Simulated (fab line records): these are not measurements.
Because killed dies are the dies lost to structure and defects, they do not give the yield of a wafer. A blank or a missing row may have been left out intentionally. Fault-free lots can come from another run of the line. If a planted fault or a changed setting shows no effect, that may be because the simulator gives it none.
fab line records	flow nand-harc
record: lots: 12	wafers: 36	last-day: 24
route steps=1159 shown A_ONON_D1@446 A_CHANNEL_HOLE_D1@450 END@1159
lots untouched by any fault: they come from a run of this same line in which no faults occurred
start-h: hours from the record's opening day to when the first of the lot's shown wafers began	wait-h: time in hours since the lot's previous step	" as in the row above	L1.1+2: several wafers, shown together as one row	- no value present, or no start provided	* or withheld: withheld	< > ~ a bound
route shown NAME@n: a module of which the file shows steps, and the number in the route of the first	usual: the fault-free wafers' mean and standard deviation	same: alike in all rows	chamber/n: place in a boat	sites: each site's reading	_std_site: standard deviation of those values	_edge_site: inner sites' mean taken away from outer sites' mean	radius-mm: how far each site lies from the wafer's centre	mask NAME#n: copy n	behind: the last tool/chamber to shape the wafer	hold: the reason the lot was held/the length of the hold in hours/how it ended	device: the transistor (n, p or np) that didn't switch	end of line: tests of these same wafers at the route's end	a step given without rows: its recipe and nothing more	killed: the dies lost at the first sort to structure and to defects; this is not the yield of the wafer	map: a wafer's dies, x killed, . not, _ none there
set.NAME: the setting that was run; set.NAME@STEP: the one run at that earlier step	model.NAME: the simulator's own value behind a step, which no gauge read
one table for each step of the route and one row for each wafer, over a sample of lots
services: the hour from which a tool's chamber was out of use, counted from the record's first day as start-h (under 0 if before that day), plus the number of hours and why
== steps ==
step: NHARC_A_ONON_D1_DEP_33
recipe: target-thk-a: 2000	temp-c: 400	pressure-torr: 6.5	rf-w: 900	teos-flow-sccm: 161.4	flow-sccm: 2650	target-thk-nm: 200	gas: O2	material: SiO2
usual: heater-power-w: 546/79	throttle-valve-pct: 15.8/0.5
lot.wafer	tool	chamber	start-h	wait-h	heater-power-w	throttle-valve-pct
L345.1	pecvd-03	0	177.32	0.1	453	16.2
L345.4	"	1	"	"	440	15.3
L345.5	"	2	"	"	556	15.3
L346.3	pecvd-03	1	184.26	0.1	440	15.2
L346.4	"	0	"	"	452	16.3
L346.5	"	1	"	"	463	15.0
L347.1	pecvd-02	1	190.03	0.1	481	15.4
L347.2	"	0	"	"	658	15.2
L347.5	"	1	"	"	494	15.3
L348.3	pecvd-03	2	200.84	0.1	559	15.4
L348.5	"	0	"	"	350	16.1
L348.6	"	1	"	"	525	15.6
L357.2	pecvd-02	2	247.96	0.3	576	16.6
L357.6	"	0	"	"	603	15.3
L357.4	"	1	"	"	451	15.3
L358.4	pecvd-03	1	263.70	0.2	429	15.4
L358.6	"	2	"	"	628	15.5
L358.5	"	0	"	"	470	16.4
L360.1	pecvd-03	0	270.63	0.1	433	16.4
L360.3	"	1	"	"	517	15.6
L360.6	"	2	"	"	583	15.5
L361.3	pecvd-03	0	281.17	0.2	435	16.5
L361.1	"	1	"	"	519	15.4
L361.5	"	1	"	"	528	15.6
L362.2	pecvd-04	0	281.37	0.4	651	16.7
L362.3	"	1	"	"	674	15.7
L362.1	"	2	"	"	504	15.5
L363.3	pecvd-03	0	288.89	0.1	427	16.4
L363.6	"	0	"	"	445	16.5
L363.4	"	2	"	"	535	15.2
L364.3	pecvd-04	1	288.92	0.1	654	15.7
L364.5	"	0	"	"	653	16.8
L364.6	"	1	"	"	647	15.9
L366.1	pecvd-02	1	305.75	0.1	593	15.6
L366.2	"	2	"	"	594	16.5
L366.6	"	2	"	"	580	16.5
step: NHARC_A_CHANNEL_HOLE_D1_DEP_00
recipe: target-thk-a: 31000	temp-c: 400	material: aC
usual: throttle-valve-pct: 34.999/0.009
lot.wafer	tool	chamber	start-h	wait-h	throttle-valve-pct
L345.1	acl-dep-01	0	181.92	4.2	34.993
L345.4	"	0	"	"	34.995
L345.5	"	0	"	"	34.999
L345.1	acl-dep-01	0	185.74	3.5	35.000
L345.4	"	0	"	"	35.000
L345.5	"	0	"	"	34.989
L346.3	acl-dep-01	0	187.02	2.4	35.017
L346.4	"	0	"	"	34.999
L346.5	"	0	"	"	34.994
L346.3	acl-dep-01	0	190.15	2.8	35.000
L346.4	"	0	"	"	35.002
L346.5	"	0	"	"	34.991
L347.1	acl-dep-02	0	190.60	0.1	34.992
L347.2	"	0	"	"	34.984
L347.5	"	0	"	"	35.006
L347.1	acl-dep-02	0	192.71	1.8	34.987
L347.2	"	0	"	"	35.008
L347.5	"	0	"	"	35.007
L348.3	acl-dep-03	0	203.13	1.8	35.013
L348.5	"	0	"	"	35.010
L348.6	"	0	"	"	34.991
L357.2	acl-dep-02	0	250.83	2.5	35.000
L357.4	"	0	"	"	34.990
L357.6	"	0	"	"	35.008
L358.4	acl-dep-02	0	265.08	1.0	34.998
L358.5	"	0	"	"	35.006
L358.6	"	0	"	"	35.020
L360.1	acl-dep-02	0	272.02	0.9	35.004
L360.3	"	0	"	"	35.005
L360.6	"	0	"	"	34.998
L361.1	acl-dep-02	0	281.67	0.1	34.999
L361.3	"	0	"	"	35.004
L361.5	"	0	"	"	34.992
L362.1	acl-dep-01	0	283.09	1.2	34.992
L362.2	"	0	"	"	34.987
L362.3	"	0	"	"	34.994
L364.3	acl-dep-01	0	290.80	1.5	35.015
L364.5	"	0	"	"	35.008
L364.6	"	0	"	"	35.005
L363.3	acl-dep-03	0	290.90	1.5	35.007
L363.4	"	0	"	"	35.005
L363.6	"	0	"	"	34.998
L366.1	acl-dep-03	0	306.99	0.8	34.980
L366.2	"	0	"	"	34.994
L366.6	"	0	308.56	2.4	35.002
step: NHARC_A_CHANNEL_HOLE_D1_ETCH_38
recipe: target-depth-a: 390	over-etch-frac: 0.3	time-s: 65	ion-energy-ev: 80	cf4-flow-sccm: 150	ar-flow-sccm: 0	rf-w: 300	bias-w: 100	chemistry: CF4
usual: drypump-motor-current-A: 5.5/0.35	mfc-ar-sccm: 0.007/0.012	oes-product-au: 1.005/0.009	rf-vpp-V: 151.6/1.2	showerhead-plenum-p-Torr: 1.79/0.07	throttle-valve-pct: 13.282/0.01
lot.wafer	tool	chamber	start-h	wait-h	drypump-motor-current-A	mfc-ar-sccm	oes-product-au	rf-hours-counter-h	rf-vpp-V	showerhead-plenum-p-Torr	throttle-valve-pct
L345.1	rie-diel-07	3	188.57	0.1	5.3	0	1.014	9	150.8	1.66	13.289
L345.4	"	0	"	"	5.0	0	1.007	9	150.9	1.81	13.283
L345.5	"	2	"	"	5.8	0	1.008	-	151.2	1.84	13.285
L346.4	rie-diel-10	2	192.49	0.1	5.3	0.028	0.993	0	150.1	1.75	13.276
L346.3	"	3	"	"	5.5	0	1.002	0	149.8	1.71	13.298
L346.5	"	1	"	"	5.1	0	1.000	-	150.9	1.86	13.273
L347.1	rie-diel-04	0	195.51	0.1	5.6	0.038	0.999	5	153.4	1.87	13.281
L347.2	"	2	"	"	5.5	0	1.005	4	152.0	1.80	13.283
L347.5	"	3	"	"	6.4	0.010	1.014	-	153.2	1.85	13.280
L348.3	rie-diel-07	3	205.28	0.1	5.3	0	0.998	11	149.0	1.66	13.289
L348.6	"	3	"	"	5.3	0	0.998	-	150.5	1.66	13.275
L348.5	"	0	"	"	5.1	0	1.000	-	151.1	1.80	13.282
L357.4	rie-diel-07	3	253.41	0.1	5.3	0	0.995	1	147.8	1.66	13.279
L357.2	"	0	"	"	5.1	0	0.998	1	153.5	1.80	13.282
L357.6	"	3	"	"	5.3	0	1.000	-	150.3	1.66	13.284
L358.4	rie-diel-10	2	267.05	0.1	5.3	0.028	0.999	5	151.4	1.74	13.284
L358.6	"	1	"	"	5.2	0	1.019	-	151.6	1.86	13.279
L358.5	"	2	"	"	5.3	0.028	1.007	-	150.9	1.74	13.296
L360.1	rie-diel-04	2	274.95	0.1	5.5	0	1.003	10	151.8	1.80	13.284
L360.3	"	3	"	"	6.4	0.010	1.008	11	152.4	1.84	13.268
L360.6	"	2	"	"	5.5	0	0.997	-	151.3	1.80	13.275
L361.1	rie-diel-10	0	284.51	0.1	5.5	0	1.009	6	151.0	1.74	13.300
L361.3	"	1	"	"	5.2	0	1.011	7	153.0	1.86	13.288
L361.5	"	0	"	"	5.5	0	1.006	-	151.2	1.74	13.263
L362.2	rie-diel-04	0	286.04	0.1	5.6	0.038	1.012	11	151.4	1.87	13.287
L362.1	"	1	"	"	5.9	0	1.002	11	153.1	1.89	13.272
L362.3	"	2	"	"	5.5	0	1.007	12	152.2	1.80	13.277
L364.3	rie-diel-07	3	293.08	0.1	5.3	0	1.004	4	149.7	1.66	13.283
L364.5	"	3	"	"	5.3	0	0.994	-	149.5	1.66	13.274
L364.6	"	0	"	"	5.1	0	1.005	-	151.2	1.80	13.294
L363.3	rie-diel-10	1	293.23	0.1	5.1	0	1.008	7	151.4	1.86	13.272
L363.4	"	2	"	"	5.3	0.028	0.993	8	150.6	1.74	13.280
L363.6	"	2	"	"	5.3	0.028	1.001	-	149.5	1.74	13.299
L366.1	rie-diel-04	3	309.91	0.1	6.4	0.010	1.002	0	151.3	1.84	13.284
L366.2	"	0	"	"	5.6	0.038	1.015	0	152.7	1.87	13.257
L366.6	"	2	"	"	5.4	0	1.010	-	151.0	1.80	13.279
step: NHARC_A_CHANNEL_HOLE_D1_ETCH_39
recipe: target-depth-a: 2600	over-etch-frac: 0.3	time-s: 325	ion-energy-ev: 200	n2-flow-sccm: 150	h2-flow-sccm: 150	ar-flow-sccm: 0	rf-w: 400	bias-w: 150	chemistry: N2/H2
usual: drypump-motor-current-A: 5.5/0.34	mfc-ar-sccm: 0.007/0.013	oes-product-au: 1.005/0.0095	rf-vpp-V: 431.5/2.6	showerhead-plenum-p-Torr: 2.07/0.09	throttle-valve-pct: 14.172/0.0097
lot.wafer	tool	chamber	start-h	wait-h	drypump-motor-current-A	mfc-ar-sccm	oes-product-au	rf-hours-counter-h	rf-vpp-V	showerhead-plenum-p-Torr	throttle-valve-pct
L345.4	rie-diel-07	1	-	-	5.3	0	0.988	9	435.2	2.16	14.187
L345.1	"	3	"	"	5.3	0	1.003	9	427.0	1.90	14.180
L345.5	"	2	"	"	5.7	0	1.005	-	432.7	2.14	14.159
L346.4	rie-diel-10	3	-	-	5.5	0	1.017	0	427.4	1.96	14.178
L346.3	"	0	"	"	5.4	0	1.003	0	428.5	2.01	14.174
L346.5	"	2	"	"	5.3	0.028	0.991	-	429.3	2.01	14.161
L347.1	rie-diel-04	0	-	-	5.6	0.038	0.999	5	435.1	2.17	14.171
L347.2	"	2	"	"	5.5	0	1.011	4	431.4	2.08	14.170
L347.5	"	3	"	"	6.4	0.010	1.015	-	433.8	2.14	14.167
L348.3	rie-diel-07	3	-	-	5.3	0	0.998	11	427.4	1.90	14.161
L348.5	"	3	"	"	5.3	0	1.006	-	427.8	1.90	14.179
L348.6	"	0	"	"	5.0	0	1.001	-	430.7	2.09	14.174
L357.2	rie-diel-07	1	-	-	5.2	0	1.009	1	433.8	2.15	14.185
L357.4	"	2	"	"	5.8	0	1.010	1	432.8	2.13	14.179
L357.6	"	0	"	"	5.0	0	1.008	-	432.7	2.08	14.165
L358.4	rie-diel-10	3	-	-	5.5	0	1.007	4	428.5	1.96	14.174
L358.6	"	1	"	"	5.2	0	1.020	-	434.8	2.16	14.162
L358.5	"	2	"	"	5.3	0.028	0.993	-	429.1	2.01	14.165
L360.1	rie-diel-04	1	-	-	6.0	0	1.000	10	434.2	2.20	14.185
L360.3	"	3	"	"	6.4	0.010	0.999	11	434.0	2.14	14.162
L360.6	"	0	"	"	5.6	0.038	1.007	-	433.6	2.16	14.166
L361.1	rie-diel-10	2	-	-	5.3	0.028	1.003	7	428.7	2.01	14.168
L361.3	"	3	"	"	5.5	0	1.015	6	429.1	1.96	14.154
L361.5	"	2	"	"	5.3	0.028	1.004	-	429.0	2.01	14.183
L362.2	rie-diel-04	2	-	-	5.5	0	1.005	12	432.3	2.08	14.161
L362.3	"	3	"	"	6.4	0.010	1.020	13	432.3	2.14	14.177
L362.1	"	0	"	"	5.6	0.038	1.008	11	432.9	2.16	14.180
L364.3	rie-diel-07	3	-	-	5.3	0	0.994	4	427.0	1.90	14.171
L364.6	"	2	"	"	5.8	0	1.026	-	433.0	2.13	14.194
L364.5	"	3	"	"	5.3	0	0.995	-	426.4	1.90	14.188
L363.4	rie-diel-10	3	-	-	5.5	0	1.019	7	428.0	1.96	14.171
L363.3	"	1	"	"	5.1	0	1.027	8	434.0	2.16	14.151
L363.6	"	3	"	"	5.5	0	1.019	-	428.2	1.96	14.179
L366.1	rie-diel-04	2	-	-	5.5	0	0.991	0	432.4	2.08	14.168
L366.2	"	3	"	"	6.4	0.010	1.000	0	433.7	2.14	14.164
L366.6	"	3	"	"	6.4	0.010	1.005	-	434.7	2.14	14.173
step: NHARC_END_SORT_01
recipe: temp-c: 25
usual: killed-at-array: 29/8.4	killed-at-other: 0.7/1.2	killed-at-periphery: 3.8/2.1	killed-dies: 33/9	killed-open: 3.4/2	killed-short: 2.1/1.4
same: gross-dies: 677
lot.wafer	tool	chamber	start-h	wait-h	killed-at-array	killed-at-other	killed-at-periphery	killed-dies	killed-open	killed-short
L347.1	prober-02	0	479.94	2.5	671	0	6	677	3	1
L347.2	prober-02	0	480.74	2.8	671	0	6	677	2	1
L347.5	prober-02	0	483.14	3.7	671	0	6	677	2	3
L346.3	prober-01	0	481.45	3.1	674	1	2	677	3	3
L346.4	prober-01	0	482.25	3.4	672	0	5	677	6	1
L346.5	prober-01	0	483.06	3.7	673	1	3	677	2	2
L345.1	prober-02	0	487.74	2.5	674	1	2	677	2	2
L345.4	prober-02	0	490.11	3.4	671	1	5	677	2	2
L345.5	prober-02	0	490.89	3.7	671	0	6	677	7	2
killed by level:class
L347.1 A_CHANNEL_HOLE_D1:area-dep=630 A_SLIT:chamber-film-flake=17 A_CONTACT:chamber-film-flake=9 A_CHANNEL_HOLE_D1:chamber-film-flake=8 P_BONDPAD:chamber-film-flake=5 A_WL_FILL:chamber-film-flake=3 P_GATE:geometric-particle:open=1 A_CHANNEL_FILL_D1:geometric-particle:short=1
L347.2 A_CHANNEL_HOLE_D1:area-dep=645 A_SLIT:chamber-film-flake=9 A_CONTACT:chamber-film-flake=8 P_BONDPAD:chamber-film-flake=3 A_CHANNEL_HOLE_D1:chamber-film-flake=3 A_WL_FILL:chamber-film-flake=3 P_CONTACT:geometric-particle:open=2 A_STAIRCASE:chamber-film-flake=2
L346.3 A_CHANNEL_HOLE_D1:area-dep=637 A_CHANNEL_HOLE_D1:chamber-film-flake=19 A_SLIT:chamber-film-flake=10 A_CONTACT:geometric-particle:open=2 A_STAIRCASE:chamber-film-flake=2 A_CONTACT:chamber-film-flake=2 P_M1:geometric-particle:open=1 A_CHANNEL_HOLE_D1:geometric-particle:short=1
L346.4 A_CHANNEL_HOLE_D1:area-dep=646 A_CHANNEL_HOLE_D1:chamber-film-flake=12 A_SLIT:chamber-film-flake=6 P_GATE:geometric-particle:open=2 P_CONTACT:geometric-particle:open=2 A_CONTACT:chamber-film-flake=2 A_SGD_CUT:chamber-film-flake=2 A_ONON_D1:geometric-particle:short=1
L346.5 A_CHANNEL_HOLE_D1:area-dep=639 A_CHANNEL_HOLE_D1:chamber-film-flake=13 A_SLIT:chamber-film-flake=12 A_CONTACT:chamber-film-flake=4 A_WL_FILL:geometric-particle:short=2 P_BONDPAD:chamber-film-flake=2 A_STAIRCASE:chamber-film-flake=2 A_CONTACT:geometric-particle:open=1
L347.5 A_CHANNEL_HOLE_D1:area-dep=640 A_SLIT:chamber-film-flake=13 A_CONTACT:chamber-film-flake=8 P_BONDPAD:chamber-film-flake=5 A_CHANNEL_HOLE_D1:chamber-film-flake=4 P_M0:geometric-particle:open=1 A_CHANNEL_HOLE_D1:geometric-particle:short=1 A_CHANNEL_FILL_D1:geometric-particle:short=1
L345.1 A_CHANNEL_HOLE_D1:area-dep=626 A_CHANNEL_HOLE_D1:chamber-film-flake=20 A_CONTACT:chamber-film-flake=9 A_STAIRCASE:chamber-film-flake=8 A_M0:chamber-film-flake=5 A_WL_FILL:geometric-particle:short=2 A_SLIT:chamber-film-flake=2 P_M0:geometric-particle:open=1
L345.4 A_CHANNEL_HOLE_D1:area-dep=641 A_CHANNEL_HOLE_D1:chamber-film-flake=12 A_CONTACT:chamber-film-flake=5 A_STAIRCASE:chamber-film-flake=4 A_M0:chamber-film-flake=4 P_BONDPAD:chamber-film-flake=2 P_CONTACT:geometric-particle:open=1 A_ONON_D1:geometric-particle:short=1
L345.5 A_CHANNEL_HOLE_D1:area-dep=639 A_CHANNEL_HOLE_D1:chamber-film-flake=10 A_STAIRCASE:chamber-film-flake=6 A_CONTACT:chamber-film-flake=6 A_CONTACT:geometric-particle:open=5 A_M0:chamber-film-flake=3 P_ZERO_WELL:chamber-film-flake=2 P_STI:chamber-film-flake=2
== services ==
tool	chamber	start-h	hours	kind
pecvd-02	-	153.43	13.0	pm
rie-diel-10	0	155.62	-	clean
rie-diel-10	1	155.62	-	clean
rie-diel-10	2	155.62	-	clean
rie-diel-10	3	155.62	-	clean
pecvd-04	0	158.15	4.9	repair
rie-diel-07	0	158.20	-	clean
rie-diel-07	1	158.20	-	clean
rie-diel-10	0	162.83	4.9	repair
acl-dep-02	-	170.28	13.0	pm
rie-diel-10	-	176.50	9.0	pm
pecvd-04	-	195.09	13.0	pm
acl-dep-03	-	224.38	13.0	pm
rie-diel-07	-	228.20	9.0	pm
rie-diel-10	2	243.70	1.2	repair
rie-diel-04	-	260.52	0.2	repair
rie-diel-07	-	267.54	1.8	repair
pecvd-02	0	279.08	2.8	repair
pecvd-02	2	279.40	2.9	repair
rie-diel-04	0	280.58	4.6	repair
rie-diel-04	-	288.98	9.0	pm
pecvd-03	-	292.36	13.0	pm
acl-dep-01	-	295.86	13.0	pm
rie-diel-10	0	297.69	8.5	repair
== key ==
first-sign: step: NHARC_A_CHANNEL_HOLE_D1_DEP_00	reading: visit	direction: added
effect: step: NHARC_END_SORT_01	reading: killed-at-array	direction: up	sigmas: 76	usual: 29	struck: 672
more-kills-born-at: NHARC_A_CHANNEL_HOLE_D1_DEP_00@acl-dep-01: 3829	NHARC_A_CHANNEL_HOLE_D1_DEP_00@acl-dep-02: 1915
met-at NHARC_A_CHANNEL_HOLE_D1_DEP_00
struck-lots L345,L346,L347
later-rows-left-out L345.1,L345.4,L345.5,L346.3,L346.4,L346.5,L347.1,L347.2,L347.5
tester-left-out L345,L346,L347
not-acting-at NHARC_A_ONON_D1_DEP_33,NHARC_A_CHANNEL_HOLE_D1_ETCH_38,NHARC_A_CHANNEL_HOLE_D1_ETCH_39
fault: kind: repeated-step-whole	tool: acl-dep-01,acl-dep-02,acl-dep-03	chamber: -	onset-h: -	steps: NHARC_A_CHANNEL_HOLE_D1_DEP_00	times: 1	scope: struck-lots-only
tester-left-out: of these lots the tester's yield and bins aren't shown, on N5 and GAA mostly nor the transistor test; their killed dies are dies lost to structure and defects alone, not to doping, threshold or leakage, so they don't give the yield
later-rows-left-out: the simulator's readings of these wafers behind a module that went badly wrong aren't trusted and aren't shown, but for the sort
